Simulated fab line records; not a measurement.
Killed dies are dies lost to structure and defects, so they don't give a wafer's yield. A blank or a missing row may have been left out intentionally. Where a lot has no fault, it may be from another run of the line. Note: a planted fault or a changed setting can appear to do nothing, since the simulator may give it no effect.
Which of the tools did it?	flow n5Finfet	Sampling: 24 lots, 72 wafers, 6 of 1938 route steps

== WHAT THE GAUGES SHOWED, per wafer ==
The record holds no reading of a measuring or inspecting step that can be judged against a usual standard deviation.

== WHAT TOOL EACH LOT RAN ON (gives the tool, then ch and the chambers of the sampled wafers, and finally the start) ==
lot	N5_PMOS_HMC_CHANNEL_EPI_EPI_26	N5_FIN_SAQP_DENSIFY_62	N5_FIN_SAQP_RECESS_63	N5_FIN_SAQP_ETCH_67	N5_FIN_SAQP_SPACER2_ALD_28	N5_FIN_SAQP_SPACER2_ETCHBACK_29
L074	epiRpcvd-02 ch 0, day 1 20:02	rtpAnneal-02 ch 0, day 1 20:43	vaporEtch-02 ch 0,1, day 2 01:46	rieDiel-06 ch 0,1,2, day 2 02:17	aldSin-03 ch 0,1,2, day 2 02:31	rieDiel-01 ch 1,2,3, day 2 02:51
L075	epiRpcvd-02 ch 0, day 2 03:14	rtpAnneal-01 ch 0, day 2 03:57	vaporEtch-02 ch 0,1, day 2 07:28	rieDiel-04 ch 0,1, day 2 08:01	aldSin-03 ch 0,1,2, day 2 08:15	rieDiel-06 ch 0,1, day 2 08:37
L076	epiRpcvd-04 ch 0, day 2 07:59	rtpAnneal-01 ch 0, day 2 08:39	vaporEtch-02 ch 0,1, day 2 12:08	rieDiel-01 ch 0,1, day 2 12:31	aldSin-03 ch 0,1,2, day 2 12:46	rieDiel-04 ch 1,3, day 2 13:14
L077	epiRpcvd-04 ch 0, day 2 13:38	rtpAnneal-02 ch 0, day 2 15:31	vaporEtch-01 ch 0,1, day 2 20:17	rieDiel-04 ch 1,2,3, day 2 20:50	aldSin-02 ch 0,1,2, day 2 21:05	rieDiel-01 ch 2,3, day 2 21:29
L078	epiRpcvd-04 ch 0, day 2 19:52	rtpAnneal-02 ch 0, day 2 20:34	vaporEtch-01 ch 0,1, day 3 01:50	rieDiel-04 ch 1,3, day 3 02:25	aldSin-04 ch 0,1,2, day 3 02:40	rieDiel-04 ch 2,3, day 3 03:05
L079	epiRpcvd-01 ch 0, day 3 05:08	rtpAnneal-01 ch 0, day 3 05:48	vaporEtch-02 ch 0,1, day 3 10:13	rieDiel-01 ch 0,3, day 3 10:46	aldSin-04 ch 1,2, day 3 11:39	rieDiel-04 ch 0,2,3, day 3 12:02
L080	epiRpcvd-04 ch 0, day 3 09:32	rtpAnneal-02 ch 0, day 3 10:17	vaporEtch-01 ch 0,1, day 3 15:08	rieDiel-01 ch 1,2,3, day 3 15:35	aldSin-04 ch 0,1,2, day 3 15:49	rieDiel-01 ch 1,2,3, day 3 16:11
L081	epiRpcvd-04 ch 0, day 3 15:11	rtpAnneal-02 ch 0, day 3 15:54	vaporEtch-01 ch 0,1, day 3 19:42	rieDiel-04 ch 0,2,3, day 3 20:28	aldSin-02 ch 1,2, day 3 20:43	rieDiel-01 ch 1,2, day 3 21:03
L082	epiRpcvd-04 ch 0, day 3 21:23	rtpAnneal-02 ch 0, day 3 22:23	vaporEtch-02 ch 0,1, day 4 02:02	rieDiel-06 ch 1,2, day 4 02:36	aldSin-03 ch 0,3, day 4 03:20	rieDiel-01 ch 1,2, day 4 03:40
L083	epiRpcvd-02 ch 0, day 4 02:47	rtpAnneal-01 ch 0, day 4 03:55	vaporEtch-01 ch 0,1, day 4 07:25	rieDiel-01 ch 0,3, day 4 07:55	aldSin-03 ch 0,3, day 4 08:10	rieDiel-01 ch 0,1,2, day 4 08:29
L084	epiRpcvd-04 ch 0, day 4 07:52	rtpAnneal-02 ch 0, day 4 08:48	vaporEtch-02 ch 0,1, day 4 12:20	rieDiel-06 ch 0,1, day 4 12:44	aldSin-04 ch 1,3, day 4 12:59	rieDiel-04 ch 1,2, day 4 13:18
L085	epiRpcvd-02 ch 0, day 4 13:52	rtpAnneal-01 ch 0, day 4 14:34	vaporEtch-02 ch 0,1, day 4 19:30	rieDiel-04 ch 1,3, day 4 20:02	aldSin-04 ch 0,2, day 4 21:42	rieDiel-04 ch 0,1,3, day 4 22:02
L086	epiRpcvd-01 ch 0, day 4 19:25	rtpAnneal-02 ch 0, day 4 21:46	vaporEtch-02 ch 0,1, day 5 01:38	rieDiel-06 ch 0,1,3, day 5 02:09	aldSin-04 ch 0,1, day 5 02:28	rieDiel-01 ch 0,1,2, day 5 02:47
L087	epiRpcvd-02 ch 0, day 5 03:53	rtpAnneal-01 ch 0, day 5 04:39	vaporEtch-01 ch 0,1, day 5 08:20	rieDiel-06 ch 1,3, day 5 08:51	aldSin-03 ch 0,1,3, day 5 09:06	rieDiel-04 ch 0,1,3, day 5 09:27
L088	epiRpcvd-04 ch 0, day 5 08:13	rtpAnneal-02 ch 0, day 5 09:04	vaporEtch-02 ch 0,1, day 5 13:09	rieDiel-06 ch 0,3, day 5 13:40	aldSin-04 ch 1,2, day 5 13:55	rieDiel-06 ch 0,2,3, day 5 14:23
L089	epiRpcvd-02 ch 0, day 5 13:38	rtpAnneal-02 ch 0, day 5 14:20	vaporEtch-02 ch 0,1, day 5 17:52	rieDiel-06 ch 1,2,3, day 5 18:22	aldSin-02 ch 0,2,3, day 5 18:37	rieDiel-01 ch 0,3, day 5 18:57
L090	epiRpcvd-02 ch 0, day 5 20:07	rtpAnneal-01 ch 0, day 5 20:52	vaporEtch-01 ch 0,1, day 6 00:50	rieDiel-01 ch 0,1,3, day 6 01:14	aldSin-03 ch 0,1, day 6 01:29	rieDiel-01 ch 0,1,3, day 6 01:48
L091	epiRpcvd-04 ch 0, day 6 02:06	rtpAnneal-01 ch 0, day 6 02:49	vaporEtch-01 ch 0,1, day 6 06:19	rieDiel-01 ch 0,2, day 6 06:55	aldSin-02 ch 0,1, day 6 07:09	rieDiel-06 ch 0,1, day 6 07:29
L092	epiRpcvd-02 ch 0, day 6 08:26	rtpAnneal-01 ch 0, day 6 09:05	vaporEtch-02 ch 0,1, day 6 13:32	rieDiel-06 ch 0,3, day 6 13:59	aldSin-04 ch 0,1,2, day 6 14:14	rieDiel-06 ch 1,2,3, day 6 14:37
L093	epiRpcvd-01 ch 0, day 6 13:53	rtpAnneal-01 ch 0, day 6 14:47	vaporEtch-02 ch 0,1, day 6 18:28	rieDiel-06 ch 0,2,3, day 6 18:58	aldSin-03 ch 2,3, day 6 19:13	rieDiel-01 ch 0,1,2, day 6 19:46
L094	epiRpcvd-02 ch 0, day 6 19:52	rtpAnneal-02 ch 0, day 6 20:34	vaporEtch-02 ch 0,1, day 7 00:13	rieDiel-06 ch 0,1,3, day 7 00:43	aldSin-02 ch 1,2,3, day 7 00:58	rieDiel-01 ch 1,2,3, day 7 01:17
L095	epiRpcvd-02 ch 0, day 7 01:49	rtpAnneal-01 ch 0, day 7 02:31	vaporEtch-01 ch 0,1, day 7 05:52	rieDiel-04 ch 1,2,3, day 7 06:23	aldSin-04 ch 0,2,3, day 7 06:39	rieDiel-04 ch 1,3, day 7 07:08
L096	epiRpcvd-04 ch 0, day 7 08:41	rtpAnneal-01 ch 0, day 7 09:34	vaporEtch-02 ch 0,1, day 7 13:10	rieDiel-06 ch 1,2,3, day 7 13:41	aldSin-03 ch 0,1,3, day 7 13:56	rieDiel-06 ch 1,2,3, day 7 14:32
L097	epiRpcvd-02 ch 0, day 7 13:52	rtpAnneal-02 ch 0, day 7 14:41	vaporEtch-01 ch 0,1, day 7 18:36	rieDiel-04 ch 0,3, day 7 19:07	aldSin-04 ch 0,1,2, day 7 19:22	rieDiel-06 ch 1,2,3, day 7 19:43
- N5_PMOS_HMC_CHANNEL_EPI_EPI_26: deposits Si from SiH4/H2, target thk 3.8 nm, time 22.7 s.
- N5_FIN_SAQP_DENSIFY_62: time 60 s.
- N5_FIN_SAQP_RECESS_63: chemistry HF/NH3, target SiO2, target depth 18 nm, afs cycles 3, sublimation time 60 s.
- N5_FIN_SAQP_ETCH_67: etches SiNx in CH3F/O2, target depth 30 nm.
- N5_FIN_SAQP_SPACER2_ALD_28: deposits SiO2, target thk 8.1 nm, pulse time 1 s, purge time 2 s.
- N5_FIN_SAQP_SPACER2_ETCHBACK_29: etches SiO2 in CHF3/O2, target depth 12.2 nm, time 6.1 s.

== AS READ BY THE TOOLS THEMSELVES (means over the sampled wafers that have a number; for cases with no such wafer, the mark the record gives instead) ==
N5_PMOS_HMC_CHANNEL_EPI_EPI_26. Usual: throttleValvePct reads 10.99 % (standard deviation 0.26).
lot	tool	throttleValvePct (%)	flag
L074	epiRpcvd-02	10.73	
L075	epiRpcvd-02	10.79	
L076	epiRpcvd-04	11.27	
L077	epiRpcvd-04	11.10	
L078	epiRpcvd-04	11.07	
L079	epiRpcvd-01	11.39	
L080	epiRpcvd-04	11.17	
L081	epiRpcvd-04	10.99	
L082	epiRpcvd-04	11.23	
L083	epiRpcvd-02	10.74	
L084	epiRpcvd-04	11.14	
L085	epiRpcvd-02	10.98	
L086	epiRpcvd-01	11.25	
L087	epiRpcvd-02	10.74	
L088	epiRpcvd-04	11.05	
L089	epiRpcvd-02	10.93	
L090	epiRpcvd-02	10.61	
L091	epiRpcvd-04	11.14	
L092	epiRpcvd-02	10.60	
L093	epiRpcvd-01	11.46	
L094	epiRpcvd-02	10.73	
L095	epiRpcvd-02	10.76	
L096	epiRpcvd-04	11.19	
L097	epiRpcvd-02	10.72	

N5_FIN_SAQP_DENSIFY_62. Usual: lampPowerPct 9.85 %, standard deviation 0.054; lamp_zone_1_pct 9.845 %, standard deviation 0.011; wafer_temp_C_max 703.3, standard deviation 0.57.
lot	tool	lampPowerPct (%)	lamp_zone_1_pct (%)	wafer_temp_C_max	flag
L074	rtpAnneal-02	9.91	9.847	703.2	
L075	rtpAnneal-01	9.84	9.848	703.2	
L076	rtpAnneal-01	9.86	9.839	703.3	
L077	rtpAnneal-02	9.85	9.844	703.4	
L078	rtpAnneal-02	9.81	9.846	703.6	
L079	rtpAnneal-01	9.87	9.837	703.3	
L080	rtpAnneal-02	9.84	9.856	703.2	
L081	rtpAnneal-02	9.87	9.846	703.2	
L082	rtpAnneal-02	9.84	9.861	702.9	
L083	rtpAnneal-01	9.82	9.851	703.9	
L084	rtpAnneal-02	9.82	9.846	703.2	
L085	rtpAnneal-01	9.80	9.861	703.7	
L086	rtpAnneal-02	9.84	9.840	704.0	
L087	rtpAnneal-01	9.89	9.859	703.5	
L088	rtpAnneal-02	9.92	9.840	703.0	
L089	rtpAnneal-02	9.83	9.848	703.3	
L090	rtpAnneal-01	9.83	9.854	703.2	
L091	rtpAnneal-01	9.85	9.835	703.1	
L092	rtpAnneal-01	9.85	9.837	703.7	
L093	rtpAnneal-01	9.90	9.838	703.3	
L094	rtpAnneal-02	9.89	9.843	704.0	
L095	rtpAnneal-01	9.85	9.836	702.9	
L096	rtpAnneal-01	9.83	9.836	702.9	
L097	rtpAnneal-02	9.85	9.849	703.1	

N5_FIN_SAQP_RECESS_63. Usual: drypumpMotorCurrentA 5.49 A, standard deviation 0.24; forelinePTorr 0.1280 Torr, standard deviation 0.00031.
lot	tool	drypumpMotorCurrentA (A)	forelinePTorr (Torr)	flag
L074	vaporEtch-02	5.50	0.1282	
L075	vaporEtch-02	5.49	0.1283	
L076	vaporEtch-02	5.49	0.1280	
L077	vaporEtch-01	5.65	0.1278	
L078	vaporEtch-01	5.64	0.1279	
L079	vaporEtch-02	5.42	0.1281	
L080	vaporEtch-01	5.65	0.1278	
L081	vaporEtch-01	5.65	0.1282	
L082	vaporEtch-02	5.49	0.1283	
L083	vaporEtch-01	5.64	0.1278	
L084	vaporEtch-02	5.40	0.1278	
L085	vaporEtch-02	5.41	0.1278	
L086	vaporEtch-02	5.49	0.1280	
L087	vaporEtch-01	5.66	0.1280	
L088	vaporEtch-02	5.40	0.1279	
L089	vaporEtch-02	5.48	0.1279	
L090	vaporEtch-01	5.66	0.1282	
L091	vaporEtch-01	5.42	0.1280	
L092	vaporEtch-02	5.42	0.1278	
L093	vaporEtch-02	5.51	0.1279	
L094	vaporEtch-02	5.50	0.1284	
L095	vaporEtch-01	5.43	0.1283	
L096	vaporEtch-02	5.50	0.1282	
L097	vaporEtch-01	5.67	0.1283	

N5_FIN_SAQP_ETCH_67. Usual: value, then standard deviation, for each; drypumpMotorCurrentA 5.72 A / 0.3; oes_ar_750_au 0.81 a.u. / 0.076; oes_o_777_au 0.81 a.u. / 0.083; oesProductAu 0.81 a.u. / 0.083; rfVppV 299 V / 9.6; showerheadPlenumPTorr 2.02 Torr / 0.044; throttleValvePct 16.32 % / 0.28.
lot	tool	drypumpMotorCurrentA (A)	oes_ar_750_au (a.u.)	oes_o_777_au (a.u.)	oesProductAu (a.u.)	rfVppV (V)	showerheadPlenumPTorr (Torr)	throttleValvePct (%)	flag
L074	rieDiel-06	5.71	0.85	0.84	0.85	304	2.03	16.31	
L075	rieDiel-04	5.68	0.72	0.72	0.73	307	2.02	16.25	
L076	rieDiel-01	5.42	0.75	0.76	0.75	300	2.06	16.52	
L077	rieDiel-04	5.66	0.79	0.78	0.79	298	2.02	16.17	
L078	rieDiel-04	5.66	0.77	0.76	0.77	304	1.99	16.24	
L079	rieDiel-01	5.25	0.77	0.78	0.77	295	2.03	16.47	
L080	rieDiel-01	5.65	0.78	0.77	0.79	302	2.00	16.57	
L081	rieDiel-04	5.95	0.85	0.85	0.86	298	2.03	16.10	
L082	rieDiel-06	5.74	0.84	0.84	0.83	298	2.06	16.53	
L083	rieDiel-01	5.37	0.91	0.92	0.93	300	2.03	16.21	
L084	rieDiel-06	5.81	0.77	0.75	0.76	301	2.04	16.39	
L085	rieDiel-04	5.92	0.79	0.78	0.79	301	1.98	16.25	
L086	rieDiel-06	5.84	0.81	0.80	0.80	299	2.02	16.22	
L087	rieDiel-06	5.97	0.77	0.76	0.75	290	2.06	16.50	
L088	rieDiel-06	5.87	0.86	0.85	0.86	296	2.00	16.05	
L089	rieDiel-06	5.88	0.81	0.81	0.80	293	2.05	16.45	
L090	rieDiel-01	5.42	0.84	0.85	0.85	301	2.04	16.32	
L091	rieDiel-01	5.36	0.85	0.86	0.84	290	2.00	16.40	
L092	rieDiel-06	5.86	0.85	0.84	0.84	295	2.00	16.06	
L093	rieDiel-06	5.77	0.85	0.84	0.85	301	2.00	16.19	
L094	rieDiel-06	5.84	0.79	0.79	0.79	298	2.01	16.25	
L095	rieDiel-04	5.67	0.75	0.74	0.74	297	2.01	16.25	
L096	rieDiel-06	5.88	0.80	0.80	0.78	293	2.04	16.47	
L097	rieDiel-04	6.17	0.83	0.83	0.83	301	1.98	16.18	

N5_FIN_SAQP_SPACER2_ALD_28. Usual: heaterPowerW 485 W, standard deviation 36; precursorPulseHeightRel 1.003, standard deviation 0.02.
lot	tool	heaterPowerW (W)	precursorPulseHeightRel	flag
L074	aldSin-03	467	1.009	
L075	aldSin-03	471	1.008	
L076	aldSin-03	472	1.002	
L077	aldSin-02	485	1.010	
L078	aldSin-04	508	0.990	
L079	aldSin-04	515	0.991	
L080	aldSin-04	508	1.005	
L081	aldSin-02	464	1.010	
L082	aldSin-03	506	0.987	
L083	aldSin-03	515	1.005	
L084	aldSin-04	518	0.993	
L085	aldSin-04	480	1.008	
L086	aldSin-04	516	1.003	
L087	aldSin-03	467	1.001	
L088	aldSin-04	507	1.002	
L089	aldSin-02	481	1.000	
L090	aldSin-03	452	0.996	
L091	aldSin-02	464	1.003	
L092	aldSin-04	506	1.013	
L093	aldSin-03	501	1.021	
L094	aldSin-02	464	1.016	
L095	aldSin-04	481	1.013	
L096	aldSin-03	475	1.015	
L097	aldSin-04	513	0.999	

N5_FIN_SAQP_SPACER2_ETCHBACK_29. Usual: value, then standard deviation, for each; drypumpMotorCurrentA 5.71 A / 0.3; oes_ar_750_au 0.80 a.u. / 0.079; oes_o_777_au 0.80 a.u. / 0.084; oesProductAu 0.80 a.u. / 0.088; rfVppV 526 V / 15; showerheadPlenumPTorr 2.43 Torr / 0.058; throttleValvePct 18.92 % / 0.3.
lot	tool	drypumpMotorCurrentA (A)	oes_ar_750_au (a.u.)	oes_o_777_au (a.u.)	oesProductAu (a.u.)	rfVppV (V)	showerheadPlenumPTorr (Torr)	throttleValvePct (%)	flag
L074	rieDiel-01	5.66	0.81	0.81	0.81	532	2.42	19.09	
L075	rieDiel-06	5.69	0.84	0.83	0.84	545	2.41	18.61	
L076	rieDiel-04	5.89	0.82	0.82	0.82	532	2.39	18.76	
L077	rieDiel-01	5.64	0.84	0.84	0.86	531	2.40	19.02	
L078	rieDiel-04	5.90	0.82	0.81	0.82	521	2.42	18.71	
L079	rieDiel-04	5.94	0.86	0.86	0.87	525	2.45	18.63	
L080	rieDiel-01	5.63	0.78	0.79	0.79	531	2.41	19.12	
L081	rieDiel-01	5.66	0.73	0.74	0.74	531	2.43	19.21	
L082	rieDiel-01	5.74	0.72	0.72	0.71	525	2.37	19.33	
L083	rieDiel-01	5.52	0.82	0.82	0.81	522	2.42	19.06	
L084	rieDiel-04	5.44	0.74	0.72	0.74	515	2.47	18.70	
L085	rieDiel-04	5.92	0.82	0.82	0.83	537	2.41	18.70	
L086	rieDiel-01	5.52	0.80	0.80	0.79	521	2.42	19.07	
L087	rieDiel-04	5.91	0.82	0.81	0.82	538	2.41	18.72	
L088	rieDiel-06	5.76	0.86	0.85	0.86	530	2.42	18.74	
L089	rieDiel-01	5.41	0.88	0.89	0.89	529	2.44	18.78	
L090	rieDiel-01	5.39	0.84	0.85	0.85	528	2.45	18.87	
L091	rieDiel-06	5.68	0.80	0.79	0.80	544	2.40	18.66	
L092	rieDiel-06	5.87	0.81	0.80	0.79	515	2.46	19.00	
L093	rieDiel-01	5.53	0.78	0.79	0.77	522	2.41	19.09	
L094	rieDiel-01	5.63	0.75	0.76	0.76	531	2.40	19.17	
L095	rieDiel-04	5.89	0.77	0.77	0.77	532	2.37	18.83	
L096	rieDiel-06	5.88	0.80	0.80	0.79	516	2.46	19.02	
L097	rieDiel-06	5.88	0.79	0.79	0.78	515	2.46	19.02	

== THE ANSWER, worked out from the rows above alone ==
Rule: a lot is off if the mean of its wafers that have a number lies more than 3 standard deviations from the usual mean. Also off: a lot with no number at a reading for which 4 or more lots have one. Where the step has rows for the other lots, those lots are counted as sound. The gauges are gone through in route order, then the tools' own readings, and for those a lot's mean is taken as printed above. The first step at which some lot is off is used, and at that step the reading that is off furthest; a lot without a number counts as furthest.
Across all readings shown, no lot is off: no conclusion can be drawn from this.

== WHAT HAD BEEN PUT IN BY THE SIMULATOR ==
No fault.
